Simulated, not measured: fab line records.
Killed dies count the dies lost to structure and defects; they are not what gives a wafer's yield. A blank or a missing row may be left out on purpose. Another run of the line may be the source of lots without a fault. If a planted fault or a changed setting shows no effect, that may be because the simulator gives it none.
fab line records	flow n5-finfet
record lots=11	wafers=33	last-day=17
route steps=1938 shown BEOL_M13@1705 BEOL_M14@1716
lots that met no fault: from a run of the same line without faults
start-h: hours from the record's opening day to when the first of the lot's shown wafers began	wait-h: hours since the lot's step before	" the same as in the row above	L1.1+2: several wafers, shown together as one row	- no value, or no start given	* or withheld: withheld	< > ~ a bound
route shown NAME@n: names a module that has steps shown in the file, with the first one's number in the route	usual: average and standard deviation across the fault-free wafers	same: alike in all rows	chamber/n: place in a boat	sites: readings site by site	_std_site: how widely they spread, as a standard deviation	_edge_site: inner sites' mean taken away from outer sites' mean	radius-mm: how far each site lies from the wafer's centre	mask NAME#n: copy n	behind: the most recent tool/chamber to have shaped the wafer	hold: why the lot went on hold/how many hours it stayed there/how the hold came to an end	device: names the non-switching transistor (n, p or np)	end of line: tests run on the same wafers once the route is complete	a step without rows: its recipe alone	killed: count of dies lost to structure and defects at first sort (not the wafer's yield)	map: per-die view of a wafer (x killed, . not killed, _ where there is no die)
set.NAME: the run value of the setting; set.NAME@STEP: its run value at that earlier step	model.NAME: the simulator's own value behind a step, which no gauge read
steps of the route over a sample of lots; a table a step, a row a wafer
services: a tool's chamber out of use, with start hour (start-h, from the record's first day; less than 0 if before it), hours out, and reason
## steps
# step N5_BEOL_M13_SPUTTER_43
# recipe material=TaN	target-thk-a=150	temp-c=50	bias-v=168.6	power-w=15000	chamber-pressure-pa=0.12	time-s=24.19
# usual throttle-valve-pct=29.6/0.96
lot.wafer	tool	chamber	start-h	wait-h	throttle-valve-pct
L375.2	pvd-sputter-02	-	234.27	0.0	29.8
L375.3	"	-	"	"	27.9
L375.5	"	-	"	"	30.1
L377.2	pvd-sputter-02	-	245.48	0.0	29.8
L377.4	"	-	"	"	27.9
L377.5	"	-	"	"	29.8
L380.3	pvd-sputter-02	-	267.85	0.0	27.7
L380.4	"	-	"	"	30.1
L380.6	"	-	"	"	29.8
L381.1	pvd-sputter-03	-	274.18	0.0	31.9
L381.3	"	-	"	"	29.2
L381.4	"	-	"	"	29.6
L382.1	pvd-sputter-03	-	300.25	0.0	29.5
L382.2	"	-	"	"	29.4
L382.5	"	-	"	"	29.3
L383.1	pvd-sputter-02	-	307.17	0.0	29.9
L383.3	"	-	"	"	28.9
L383.4	"	-	"	"	29.8
L385.1	pvd-sputter-03	-	326.41	0.0	29.2
L385.3	"	-	"	"	29.4
L385.4	"	-	"	"	30.0
L388.3	pvd-sputter-03	-	338.92	0.0	29.5
L388.5	"	-	"	"	29.5
L388.6	"	-	"	"	32.0
L392.1	pvd-sputter-01	-	360.11	0.0	30.3
L392.2	"	-	"	"	29.9
L392.4	"	-	"	"	28.2
L394.1	pvd-sputter-01	-	369.99	0.0	29.7
L394.3	"	-	"	"	28.3
L394.6	"	-	"	"	29.6
L396.1	pvd-sputter-01	-	374.99	0.0	30.2
L396.2	"	-	"	"	29.2
L396.5	"	-	"	"	30.0
# step N5_BEOL_M13_CMP_49
# recipe stop-on=SiOC	t-overpolish-s=17.1	down-force-psi=1	platen-rpm=50	clearing-platen-down-force-psi=1.5	clearing-platen-rpm=50	post-cmp-clean=cu-alkaline	target-thk-nm=420	clearing-platen-pad-velocity-m-s=0.99484	pad-velocity-m-s=0.99484
# usual barrier-field-endpoint-s=29.9/0.58	motor-current-A=6.0/0.64	overpolish-run-s=17.101/0.0096
lot.wafer	tool	chamber	start-h	wait-h	barrier-field-endpoint-s	motor-current-A	overpolish-run-s
L375.2	cmp-04	0	235.05	0.2	30.0	5.2	17.109
L375.3	"	1	"	"	30.4	5.1	17.102
L375.5	"	0	"	"	30.9	5.3	17.124
L377.2	cmp-01	1	246.21	0.2	30.1	5.9	17.087
L377.4	"	3	"	"	30.5	5.8	17.106
L377.5	"	2	"	"	30.6	6.4	17.122
L380.3	cmp-03	0	268.87	0.2	30.1	5.8	17.108
L380.4	"	1	"	"	29.7	6.7	17.103
L380.6	"	0	"	"	29.8	5.8	17.127
L381.1	cmp-01	3	275.35	0.3	29.3	6.1	17.091
L381.3	"	0	"	"	30.8	6.8	17.112
L381.4	"	1	"	"	29.6	5.9	17.112
L382.2	cmp-01	0	301.07	0.2	29.3	6.4	17.086
L382.1	"	1	"	"	28.5	5.8	17.103
L382.5	"	0	"	"	28.5	7.0	17.087
L383.1	cmp-04	1	308.19	0.3	30.0	5.0	17.083
L383.3	"	2	"	"	30.3	5.6	17.102
L383.4	"	3	"	"	29.8	4.8	17.123
L385.4	cmp-03	0	327.22	0.1	29.3	6.2	17.111
L385.1	"	1	"	"	30.0	6.9	17.087
L385.3	"	3	"	"	29.0	6.5	17.093
L388.3	cmp-03	3	339.66	0.2	28.3	6.8	17.084
L388.6	"	3	"	"	29.5	6.7	17.111
L388.5	"	0	"	"	28.8	5.7	17.102
L392.2	cmp-04	2	360.84	0.2	29.4	5.7	17.104
L392.1	"	3	"	"	29.7	4.7	17.087
L392.4	"	0	"	"	30.4	5.3	17.107
L394.3	cmp-04	3	371.63	0.3	30.8	4.6	17.098
L394.1	"	0	"	"	30.6	5.1	17.088
L394.6	"	2	"	"	29.6	5.8	17.107
L396.1	cmp-01	2	375.73	0.3	29.5	6.3	17.102
L396.2	"	1	"	"	29.2	6.0	17.089
L396.5	"	3	"	"	28.9	6.1	17.100
# step N5_BEOL_M13_DEP_53
# recipe material=SiCN	target-thk-a=500	temp-c=withheld	precursor=3MS/NH3	pressure-torr=3	rf-w=675	time-s=17.8
# usual showerhead-plenum-p-Torr=4.14/0.035	throttle-valve-pct=18.3/1.2
lot.wafer	tool	chamber	start-h	wait-h	showerhead-plenum-p-Torr	throttle-valve-pct
L375.2	pecvd-02	0	235.37	0.0	4.17	17.7
L375.3	"	1	"	"	4.13	17.5
L375.5	"	0	"	"	4.16	17.6
L377.2	pecvd-02	0	246.58	0.0	4.18	17.7
L377.4	"	0	"	"	4.17	18.0
L377.5	"	2	"	"	4.16	18.3
L380.3	pecvd-01	0	269.19	0.0	4.11	20.5
L380.4	"	1	"	"	4.15	19.9
L380.6	"	0	"	"	4.12	20.5
L381.1	pecvd-02	0	275.72	0.0	4.16	17.6
L381.3	"	0	"	"	4.16	17.8
L381.4	"	2	"	"	4.16	18.3
L382.1	pecvd-03	0	301.42	0.0	4.08	18.1
L382.2	"	2	"	"	4.19	16.3
L382.5	"	1	"	"	4.16	18.6
L383.1	pecvd-02	2	308.51	0.0	4.16	18.2
L383.3	"	1	"	"	4.13	16.6
L383.4	"	1	"	"	4.15	16.9
L385.1	pecvd-01	1	327.58	0.0	4.14	19.6
L385.3	"	2	"	"	4.11	17.9
L385.4	"	0	"	"	4.12	20.6
L388.3	pecvd-03	1	340.02	0.0	4.18	18.4
L388.5	"	0	"	"	4.08	17.9
L388.6	"	2	"	"	4.19	16.5
L392.1	pecvd-01	0	361.20	0.0	4.11	20.5
L392.2	"	2	"	"	4.11	17.7
L392.4	"	0	"	"	4.11	20.5
L394.1	pecvd-03	1	371.94	0.0	4.18	18.5
L394.3	"	2	"	"	4.20	16.8
L394.6	"	1	"	"	4.17	18.5
L396.1	pecvd-01	0	376.09	0.0	4.11	20.8
L396.2	"	2	"	"	4.12	17.8
L396.5	"	1	"	"	4.16	19.9
# step N5_BEOL_M14_ILD_DEP_00
# recipe material=SiO2	target-thk-a=11193	temp-c=400	precursor=TEOS/O2	pressure-torr=6.5	rf-w=900	teos-flow-sccm=161.4	gas=O2	flow-sccm=2650	time-s=237.4
# usual heater-power-w=495/83	showerhead-plenum-p-Torr=8.34/0.056	throttle-valve-pct=18.4/1.1
lot.wafer	tool	chamber	start-h	wait-h	heater-power-w	showerhead-plenum-p-Torr	throttle-valve-pct
L375.2	pecvd-04	2	235.49	0.0	412	8.38	17.2
L375.3	"	0	"	"	476	8.38	20.6
L375.5	"	0	"	"	368	8.36	20.5
L377.2	pecvd-04	1	246.73	0.0	544	8.28	17.6
L377.4	"	1	"	"	397	8.26	17.8
L377.5	"	2	"	"	532	8.38	17.5
L380.3	pecvd-02	2	269.40	0.1	327	8.34	18.5
L380.4	"	0	"	"	566	8.37	18.3
L380.6	"	0	"	"	414	8.35	18.4
L381.1	pecvd-04	2	275.87	0.0	514	8.40	17.4
L381.3	"	0	"	"	479	8.35	20.4
L381.4	"	1	"	"	508	8.29	17.6
L382.1	pecvd-02	2	301.55	0.0	351	8.34	19.0
L382.2	"	1	"	"	571	8.30	17.3
L382.5	"	2	"	"	404	8.35	18.9
L383.1	pecvd-03	1	308.64	0.0	487	8.35	19.0
L383.3	"	2	"	"	505	8.40	16.8
L383.4	"	2	"	"	568	8.39	17.2
L385.1	pecvd-04	0	327.71	0.0	504	8.36	20.6
L385.3	"	2	"	"	474	8.38	17.3
L385.4	"	1	"	"	408	8.26	17.9
L388.3	pecvd-04	1	340.15	0.0	474	8.27	17.7
L388.5	"	0	"	"	479	8.36	20.6
L388.6	"	1	"	"	523	8.28	17.6
L392.1	pecvd-04	1	361.33	0.0	529	8.28	17.9
L392.2	"	2	"	"	477	8.37	17.6
L392.4	"	1	"	"	410	8.28	18.2
L394.1	pecvd-04	1	372.07	0.0	512	8.29	18.1
L394.3	"	2	"	"	548	8.39	17.5
L394.6	"	2	"	"	409	8.39	17.4
L396.1	pecvd-03	2	376.22	0.0	516	8.42	17.1
L396.2	"	0	"	"	610	8.23	18.6
L396.5	"	0	"	"	482	8.22	18.8
# step N5_BEOL_M14_THK_MEAS_01
# recipe reads=SiO2_of_BEOL_M14_ILD_DEP_00
# usual M14_ILD_THK=1121/14
lot.wafer	tool	chamber	start-h	wait-h	M14_ILD_THK[nm]
L375.2	film-metro-02	-	235.68	0.1	1104
L375.3	"	-	"	"	1111
L375.5	"	-	"	"	1132
L377.2	film-metro-01	-	246.92	0.1	1108
L377.4	"	-	"	"	1132
L377.5	"	-	"	"	1128
L380.3	film-metro-02	-	269.59	0.1	1125
L380.4	"	-	"	"	1132
L380.6	"	-	"	"	1112
L381.1	film-metro-01	-	276.06	0.1	1111
L381.3	"	-	"	"	1117
L381.4	"	-	"	"	1133
L382.1	film-metro-01	-	301.74	0.1	1106
L382.2	"	-	"	"	1114
L382.5	"	-	"	"	1126
L383.1	film-metro-02	-	308.83	0.1	1125
L383.3	"	-	"	"	1115
L383.4	"	-	"	"	1135
L385.1	film-metro-01	-	327.90	0.1	1105
L385.3	"	-	"	"	1122
L385.4	"	-	"	"	1117
L388.3	film-metro-01	-	340.34	0.1	1107
L388.5	"	-	"	"	1130
L388.6	"	-	"	"	1131
L392.1	film-metro-02	-	361.52	0.1	1108
L392.2	"	-	"	"	1348
L392.4	"	-	"	"	1117
L394.1	film-metro-01	-	372.26	0.1	1098
L394.3	"	-	"	"	1115
L394.6	"	-	"	"	1383
L396.1	film-metro-01	-	376.41	0.1	1098
L396.2	"	-	"	"	1101
L396.5	"	-	"	"	1119
## services
tool	chamber	start-h	hours	kind
cmp-01	-	215.29	4.0	pm
pecvd-01	0	217.93	1.7	repair
cmp-01	-	221.98	3.3	repair
pecvd-02	-	229.79	2.9	repair
cmp-01	-	241.36	0.4	repair
pecvd-04	-	247.94	0.7	repair
cmp-01	-	248.38	7.0	repair
cmp-03	-	249.33	2.6	repair
cmp-04	-	249.36	3.8	repair
cmp-04	-	260.25	4.0	pm
cmp-03	-	264.99	0.5	repair
cmp-03	-	280.06	2.3	repair
cmp-03	-	299.39	2.2	repair
pecvd-01	-	312.06	6.0	pm
cmp-04	-	320.93	0.4	repair
cmp-04	-	326.12	0.6	repair
cmp-03	-	328.65	4.0	pm
cmp-03	-	343.66	1.3	repair
cmp-04	-	349.13	2.2	repair
cmp-01	-	350.53	0.4	repair
pecvd-04	0	355.61	2.1	scheduled-down
pecvd-02	-	357.71	14.6	pm
cmp-03	-	362.85	0.3	repair
cmp-03	-	368.23	6.7	repair
## key
first-sign step=N5_BEOL_M14_THK_MEAS_01	reading=M14_ILD_THK	direction=up	sigmas=18	usual=1121	struck=1366
effect none on later readings
met-at N5_BEOL_M14_ILD_DEP_00
struck-lots L392,L394
struck-wafers L392.2,L394.6
not-acting-at N5_BEOL_M13_SPUTTER_43,N5_BEOL_M13_CMP_49,N5_BEOL_M13_DEP_53
onset-between 340.15 361.33
fault kind=process-parameter-drift	tool=pecvd-04	chamber=-	onset-h=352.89	steps=N5_BEOL_M14_ILD_DEP_00	channel=target-thk-a	offset=*	shape=step	end-h=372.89	scope=struck-wafers-only	acts-in=*	stated=*
